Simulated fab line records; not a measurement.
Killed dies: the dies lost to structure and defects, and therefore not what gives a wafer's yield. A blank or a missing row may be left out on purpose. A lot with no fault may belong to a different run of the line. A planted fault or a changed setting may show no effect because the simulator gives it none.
Matching of chambers || flow nand harc || NHARC_A_CHANNEL_HOLE_D1_ETCH_44 on rie diel-11 has 4 sister chambers
The step etches the open film in CF4/O2, target depth 140 nm, overetch 14 nm, time 77 s. 42 wafers are shown with their chamber, then 12 later ones without.

## EACH WAFER AND ITS CHAMBER
{"wafer": "L074.1", "chamber": 2, "showerhead plenum p Torr (Torr)": 1.31, "drypump motor current A (A)": 5.8, "oes product au (a.u.)": 0.987}
{"wafer": "L074.2", "chamber": 3, "showerhead plenum p Torr (Torr)": 1.38, "drypump motor current A (A)": 5.9, "oes product au (a.u.)": 0.999}
{"wafer": "L074.5", "chamber": 0, "showerhead plenum p Torr (Torr)": 1.35, "drypump motor current A (A)": 6.4, "oes product au (a.u.)": 0.991}
{"wafer": "L076.1", "chamber": 1, "showerhead plenum p Torr (Torr)": 1.34, "drypump motor current A (A)": 5.5, "oes product au (a.u.)": 1.013}
{"wafer": "L076.4", "chamber": 3, "showerhead plenum p Torr (Torr)": 1.38, "drypump motor current A (A)": 5.9, "oes product au (a.u.)": 1.003}
{"wafer": "L076.5", "chamber": 1, "showerhead plenum p Torr (Torr)": 1.34, "drypump motor current A (A)": 5.5, "oes product au (a.u.)": 1.011}
{"wafer": "L077.2", "chamber": 0, "showerhead plenum p Torr (Torr)": 1.35, "drypump motor current A (A)": 6.4, "oes product au (a.u.)": 1.000}
{"wafer": "L077.5", "chamber": 0, "showerhead plenum p Torr (Torr)": 1.35, "drypump motor current A (A)": 6.4, "oes product au (a.u.)": 0.993}
{"wafer": "L077.6", "chamber": 1, "showerhead plenum p Torr (Torr)": 1.34, "drypump motor current A (A)": 5.6, "oes product au (a.u.)": 0.997}
{"wafer": "L078.1", "chamber": 3, "showerhead plenum p Torr (Torr)": 1.38, "drypump motor current A (A)": 5.9, "oes product au (a.u.)": 1.006}
{"wafer": "L078.3", "chamber": 1, "showerhead plenum p Torr (Torr)": 1.34, "drypump motor current A (A)": 5.5, "oes product au (a.u.)": 1.008}
{"wafer": "L078.5", "chamber": 0, "showerhead plenum p Torr (Torr)": 1.35, "drypump motor current A (A)": 6.4, "oes product au (a.u.)": 0.998}
{"wafer": "L079.2", "chamber": 0, "showerhead plenum p Torr (Torr)": 1.35, "drypump motor current A (A)": 6.4, "oes product au (a.u.)": 0.998}
{"wafer": "L079.4", "chamber": 3, "showerhead plenum p Torr (Torr)": 1.38, "drypump motor current A (A)": 5.9, "oes product au (a.u.)": 1.003}
{"wafer": "L079.5", "chamber": 3, "showerhead plenum p Torr (Torr)": 1.38, "drypump motor current A (A)": 5.9, "oes product au (a.u.)": 1.006}
{"wafer": "L080.2", "chamber": 2, "showerhead plenum p Torr (Torr)": 1.31, "drypump motor current A (A)": 5.7, "oes product au (a.u.)": 0.994}
{"wafer": "L080.4", "chamber": 0, "showerhead plenum p Torr (Torr)": 1.35, "drypump motor current A (A)": 6.4, "oes product au (a.u.)": 0.999}
{"wafer": "L080.5", "chamber": 2, "showerhead plenum p Torr (Torr)": 1.31, "drypump motor current A (A)": 5.7, "oes product au (a.u.)": 0.991}
{"wafer": "L082.2", "chamber": 0, "showerhead plenum p Torr (Torr)": 1.35, "drypump motor current A (A)": 6.4, "oes product au (a.u.)": 1.004}
{"wafer": "L082.3", "chamber": 1, "showerhead plenum p Torr (Torr)": 1.34, "drypump motor current A (A)": 5.5, "oes product au (a.u.)": 1.007}
{"wafer": "L082.4", "chamber": 3, "showerhead plenum p Torr (Torr)": 1.38, "drypump motor current A (A)": 5.9, "oes product au (a.u.)": 0.993}
{"wafer": "L084.3", "chamber": 3, "showerhead plenum p Torr (Torr)": 1.38, "drypump motor current A (A)": 5.9, "oes product au (a.u.)": 0.997}
{"wafer": "L084.4", "chamber": 0, "showerhead plenum p Torr (Torr)": 1.34, "drypump motor current A (A)": 6.4, "oes product au (a.u.)": 1.001}
{"wafer": "L084.5", "chamber": 2, "showerhead plenum p Torr (Torr)": 1.31, "drypump motor current A (A)": 5.8, "oes product au (a.u.)": 0.982}
{"wafer": "L083.2", "chamber": 2, "showerhead plenum p Torr (Torr)": 1.31, "drypump motor current A (A)": 5.8, "oes product au (a.u.)": 0.981}
{"wafer": "L083.4", "chamber": 0, "showerhead plenum p Torr (Torr)": 1.35, "drypump motor current A (A)": 6.4, "oes product au (a.u.)": 0.988}
{"wafer": "L083.6", "chamber": 2, "showerhead plenum p Torr (Torr)": 1.31, "drypump motor current A (A)": 5.8, "oes product au (a.u.)": 0.990}
{"wafer": "L085.1", "chamber": 2, "showerhead plenum p Torr (Torr)": 1.31, "drypump motor current A (A)": 5.8, "oes product au (a.u.)": 0.987}
{"wafer": "L085.5", "chamber": 0, "showerhead plenum p Torr (Torr)": 1.34, "drypump motor current A (A)": 6.4, "oes product au (a.u.)": 1.007}
{"wafer": "L085.6", "chamber": 1, "showerhead plenum p Torr (Torr)": 1.34, "drypump motor current A (A)": 5.5, "oes product au (a.u.)": 0.997}
{"wafer": "L087.1", "chamber": 1, "showerhead plenum p Torr (Torr)": 1.34, "drypump motor current A (A)": 5.5, "oes product au (a.u.)": 1.002}
{"wafer": "L087.4", "chamber": 2, "showerhead plenum p Torr (Torr)": 1.31, "drypump motor current A (A)": 5.8, "oes product au (a.u.)": 0.985}
{"wafer": "L087.6", "chamber": 1, "showerhead plenum p Torr (Torr)": 1.34, "drypump motor current A (A)": 5.5, "oes product au (a.u.)": 1.008}
{"wafer": "L088.1", "chamber": 0, "showerhead plenum p Torr (Torr)": 1.34, "drypump motor current A (A)": 6.4, "oes product au (a.u.)": 1.009}
{"wafer": "L088.2", "chamber": 3, "showerhead plenum p Torr (Torr)": 1.38, "drypump motor current A (A)": 5.9, "oes product au (a.u.)": 1.004}
{"wafer": "L088.4", "chamber": 2, "showerhead plenum p Torr (Torr)": 1.31, "drypump motor current A (A)": 5.8, "oes product au (a.u.)": 0.988}
{"wafer": "L089.1", "chamber": 2, "showerhead plenum p Torr (Torr)": 1.31, "drypump motor current A (A)": 5.8, "oes product au (a.u.)": 0.986}
{"wafer": "L089.4", "chamber": 1, "showerhead plenum p Torr (Torr)": 1.34, "drypump motor current A (A)": 5.5, "oes product au (a.u.)": 0.996}
{"wafer": "L089.6", "chamber": 3, "showerhead plenum p Torr (Torr)": 1.38, "drypump motor current A (A)": 5.9, "oes product au (a.u.)": 1.001}
{"wafer": "L090.1", "chamber": 1, "showerhead plenum p Torr (Torr)": 1.34, "drypump motor current A (A)": 5.5, "oes product au (a.u.)": 1.005}
{"wafer": "L090.4", "chamber": 2, "showerhead plenum p Torr (Torr)": 1.31, "drypump motor current A (A)": 5.8, "oes product au (a.u.)": 0.985}
{"wafer": "L090.5", "chamber": 2, "showerhead plenum p Torr (Torr)": 1.31, "drypump motor current A (A)": 5.8, "oes product au (a.u.)": 0.994}

SIGNATURES (averages over the wafers above)
{"reading": "showerhead plenum p Torr", "chamber 0": 1.3473, "chamber 1": 1.3400, "chamber 2": 1.3100, "chamber 3": 1.3800, "scatter within a chamber": 0.0024}
{"reading": "drypump motor current A", "chamber 0": 6.400, "chamber 1": 5.510, "chamber 2": 5.783, "chamber 3": 5.900, "scatter within a chamber": 0.026}
{"reading": "oes product au", "chamber 0": 0.99891, "chamber 1": 1.00440, "chamber 2": 0.98750, "chamber 3": 1.00133, "scatter within a chamber": 0.00537}
Rule: for a wafer and a chamber, the distance is found by dividing, reading by reading, the gap between the wafer's reading and the chamber's mean by the reading's scatter, squaring, summing and taking the root. If the next closest chamber is less than 2 further off than the closest, the wafer can't be placed; otherwise it belongs to the closest. The scatter: take each reading less its chamber's mean, square it, sum over the shown wafers, divide by the number of wafers less the number of chambers, and take the root.

## WAFERS MISSING THEIR CHAMBER
{"wafer": "L091.1", "showerhead plenum p Torr (Torr)": 1.31, "drypump motor current A (A)": 5.8, "oes product au (a.u.)": 0.992}
{"wafer": "L091.4", "showerhead plenum p Torr (Torr)": 1.34, "drypump motor current A (A)": 6.4, "oes product au (a.u.)": 1.002}
{"wafer": "L091.6", "showerhead plenum p Torr (Torr)": 1.38, "drypump motor current A (A)": 5.9, "oes product au (a.u.)": 1.005}
{"wafer": "L092.4", "showerhead plenum p Torr (Torr)": 1.31, "drypump motor current A (A)": 5.8, "oes product au (a.u.)": 0.984}
{"wafer": "L092.5", "showerhead plenum p Torr (Torr)": 1.31, "drypump motor current A (A)": 5.8, "oes product au (a.u.)": 0.987}
{"wafer": "L092.6", "showerhead plenum p Torr (Torr)": 1.38, "drypump motor current A (A)": 5.9, "oes product au (a.u.)": 1.010}
{"wafer": "L093.1", "showerhead plenum p Torr (Torr)": 1.38, "drypump motor current A (A)": 5.9, "oes product au (a.u.)": 1.003}
{"wafer": "L093.5", "showerhead plenum p Torr (Torr)": 1.34, "drypump motor current A (A)": 6.4, "oes product au (a.u.)": 1.001}
{"wafer": "L093.6", "showerhead plenum p Torr (Torr)": 1.34, "drypump motor current A (A)": 5.5, "oes product au (a.u.)": 1.016}
{"wafer": "L097.2", "showerhead plenum p Torr (Torr)": 1.38, "drypump motor current A (A)": 5.9, "oes product au (a.u.)": 1.002}
{"wafer": "L097.5", "showerhead plenum p Torr (Torr)": 1.34, "drypump motor current A (A)": 6.4, "oes product au (a.u.)": 0.999}
{"wafer": "L097.6", "showerhead plenum p Torr (Torr)": 1.38, "drypump motor current A (A)": 5.9, "oes product au (a.u.)": 0.996}

## WHICH CHAMBER EACH WENT THROUGH
{"wafer": "L091.1", "from the rows above": 2, "in truth": 2}
{"wafer": "L091.4", "from the rows above": 0, "in truth": 0}
{"wafer": "L091.6", "from the rows above": 3, "in truth": 3}
{"wafer": "L092.4", "from the rows above": 2, "in truth": 2}
{"wafer": "L092.5", "from the rows above": 2, "in truth": 2}
{"wafer": "L092.6", "from the rows above": 3, "in truth": 3}
{"wafer": "L093.1", "from the rows above": 3, "in truth": 3}
{"wafer": "L093.5", "from the rows above": 0, "in truth": 0}
{"wafer": "L093.6", "from the rows above": 1, "in truth": 1}
{"wafer": "L097.2", "from the rows above": 3, "in truth": 3}
{"wafer": "L097.5", "from the rows above": 0, "in truth": 0}
{"wafer": "L097.6", "from the rows above": 3, "in truth": 3}
12 of 12 placed correctly. Number that these rows cannot place: 0. Placed wrongly: 0.
